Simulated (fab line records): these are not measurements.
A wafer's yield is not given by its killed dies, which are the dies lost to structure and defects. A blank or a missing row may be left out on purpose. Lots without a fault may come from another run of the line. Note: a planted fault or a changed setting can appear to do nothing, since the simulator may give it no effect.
Problem report in the 8D (eight disciplines) form, filled by code / flow n5-finfet / the parts of the form that need people (team, actions taken, sign-off) are left out

1. PROBLEM STATEMENT
At N5_BEOL_M5_INSPECT_30, raw-defect-count averages 921 over 6 wafers from 2 lots, while fault-free wafers read 382, standard deviation 83. That is +6.5 standard deviations from the usual mean.
The step: inspects for defects (brightfield).
First observed at day 10 17:11: wafer L651.2, on defect-inspect-01. Wafers with a number at this step in the record: 30, from 10 lots. Rule for "out" (also "out of limits"): further than 4 standard deviations from the usual mean. Any other wafer with a number is counted as sound.

2. WHAT IT IS, AND WHAT IT ISN'T
question=which readings at this step | is=raw-defect-count | is not=-
question=which lots | is=L651, L653 | is not=L641, L642, L643, L647, L657, L659, L663, L664
question=which wafers of those lots | is=all that have a number | is not=-
question=read on which gauges | is=defect-inspect-01 | is not=defect-inspect-02
question=when | is=from day 10 17:11 | is not=up to then (12 sound wafers); but 12 sound wafers of L657, L659, L663, L664 came after

3. WHAT RULES OUT EACH SUSPECT
Counting: a tool at any process step up to the reading remains a suspect when it ran all the lots that are out and ran no sound lot after the first of those.
- ruled out: the gauge at N5_BEOL_M5_INSPECT_30. All the wafers that are out were read on defect-inspect-01, but those of them that N5_PASSIVATION_PROBE_49 has rows for are out there too, on other tools.
- rie-diel-03 at N5_BEOL_M5_ETCH_62 (etches SOC in N2/H2, target depth 75 nm, overetch 15 nm, time 112.5 s): ruled out as a lasting fault. After its first lot that is out, L651 (day 10 16:02), sound lots L657 ran on it.
- rie-metal-02 at N5_BEOL_M5_HM_OPEN_17 (chemistry Cl2/BCl3, target TiN, target depth 20 nm, overetch 6 nm): kept. It ran every lot that is out, first L651 (day 10 16:12), and no sound lot after that; its last sound lot up to then is L647 (day 8 22:21).
After counting, what remains is rie-metal-02 at N5_BEOL_M5_HM_OPEN_17.

4. THE CAUSE (what the simulator had put in)
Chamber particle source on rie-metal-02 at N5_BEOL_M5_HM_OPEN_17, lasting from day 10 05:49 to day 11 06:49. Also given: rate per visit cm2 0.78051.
Counting left only this tool.

5. SEQUENCE OF EFFECTS, ordered by route
Each row: a reading where the mean over the struck wafers with a number is more than 3 standard deviations away from the usual. Only readings whose record carries a usual standard deviation are examined. hours: median over the lots of the time between each lot's start at the first step of this table that gives one and its start at this step. sigmas: the change, counted in usual standard deviations.
hours=0; step=N5_BEOL_M5_INSPECT_30; reading=raw-defect-count; usual=382; on struck wafers=921; change=+539; sigmas=+6.5
hours=88; step=N5_PASSIVATION_PROBE_49; reading=defect-limited-yield; usual=91.1 %; on struck wafers=85.9; change=-5.2; sigmas=-3.5
hours=88; step=N5_PASSIVATION_PROBE_49; reading=killed_at_M4_up; usual=13; on struck wafers=76; change=+62; sigmas=+11
hours=88; step=N5_PASSIVATION_PROBE_49; reading=killed-dies; usual=105; on struck wafers=167; change=+62; sigmas=+3.4
hours=88; step=N5_PASSIVATION_PROBE_49; reading=sort_bin_5_function; usual=5.2 %; on struck wafers=8.8; change=+3.6; sigmas=+3.6
hours=88; step=N5_PASSIVATION_PROBE_49; reading=sort-n-pass; usual=1074; on struck wafers=1013; change=-61; sigmas=-3.4
hours=88; step=N5_PASSIVATION_PROBE_49; reading=sort-yield-pct; usual=91.0 %; on struck wafers=85.9; change=-5.1; sigmas=-3.4
It contains these process steps:
- N5_PASSIVATION_PROBE_49

6. HOW IT WOULD HAVE BEEN CAUGHT EARLIER
The first out-of-limits reading at a measuring or inspecting step in this record came at day 10 17:11, 11 hours after the fault's start at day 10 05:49.
An alarm limit of 4 standard deviations would not have fired on the tool readings at N5_BEOL_M5_HM_OPEN_17 for which the record gives a usual standard deviation, since none of them was out on any struck wafer.
Of the lots that are out (2), L653 began N5_BEOL_M5_HM_OPEN_17 on rie-metal-02 after day 10 17:11. A tool hold placed at that time would have kept it from harm.
